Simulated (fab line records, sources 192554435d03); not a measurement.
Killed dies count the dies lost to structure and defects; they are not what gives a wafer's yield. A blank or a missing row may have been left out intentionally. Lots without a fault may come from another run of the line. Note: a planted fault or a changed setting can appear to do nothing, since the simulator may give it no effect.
Matching of chambers -- flow n5_finfet -- N5_BEOL_M1_STRIP_19 on rie_diel-01: 4 sister chambers
The step strips in O2. 20 wafers are shown with their chamber, then 10 later ones without.

## WAFERS, EACH WITH ITS CHAMBER
wafer,chamber,drypump_motor_current_A (A),showerhead_plenum_p_Torr (Torr),throttle_valve_pct (%)
L075.2,1,5.2,2.15,16.60
L075.4,2,5.6,2.11,16.92
L075.5,0,5.0,2.19,16.92
L076.3,3,4.7,2.09,17.06
L076.4,1,5.2,2.15,16.60
L076.6,0,5.0,2.19,16.93
L078.1,0,5.0,2.19,16.92
L078.3,3,4.7,2.09,17.06
L078.5,3,4.7,2.09,17.08
L082.2,1,5.2,2.15,16.62
L082.3,3,4.7,2.09,17.08
L082.4,0,5.0,2.19,16.93
L081.2,3,4.7,2.09,17.09
L081.3,0,5.0,2.19,16.96
L081.5,2,5.6,2.10,16.92
L083.1,2,5.5,2.10,16.92
L083.2,0,5.0,2.19,16.94
L083.4,3,4.7,2.09,17.09
L095.2,3,4.7,2.08,17.12
L095.5,2,5.5,2.09,16.99

SIGNATURES (averages over the wafers above)
reading,chamber 0,chamber 1,chamber 2,chamber 3,scatter within a chamber
drypump_motor_current_A,5.000,5.200,5.550,4.700,0.025
showerhead_plenum_p_Torr,2.1900,2.1500,2.1000,2.0886,0.00423
throttle_valve_pct,16.9333,16.6067,16.9375,17.0829,0.0218
Rule: a wafer's distance from a chamber is the root of the sum, over the readings, of the square of ((its reading less the chamber's mean) divided by the reading's scatter). If the next closest chamber is less than 2 further off than the closest, the wafer can't be placed; otherwise it belongs to the closest. The scatter: take each reading less its chamber's mean, square it, sum over the shown wafers, divide by the number of wafers less the number of chambers, and take the root.

## WAFERS WITHOUT THEIR CHAMBER
wafer,drypump_motor_current_A (A),showerhead_plenum_p_Torr (Torr),throttle_valve_pct (%)
L095.6,4.7,2.08,17.14
L090.1,5.0,2.18,17.00
L090.3,4.8,2.08,17.14
L090.6,5.0,2.18,16.97
L091.1,5.6,2.09,16.96
L091.2,5.0,2.18,17.01
L091.3,4.7,2.08,17.14
L093.2,4.7,2.08,17.13
L093.3,5.0,2.18,16.99
L093.6,5.5,2.09,16.97

## WHICH CHAMBER EACH ONE RAN IN
wafer,from the rows above,in truth
L095.6,3,3
L090.1,0,0
L090.3,3,3
L090.6,0,0
L091.1,2,2
L091.2,0,0
L091.3,3,3
L093.2,3,3
L093.3,0,0
L093.6,2,2
Placed correctly: 10 of 10. Number that these rows cannot place: 0. Placed wrongly: 0.
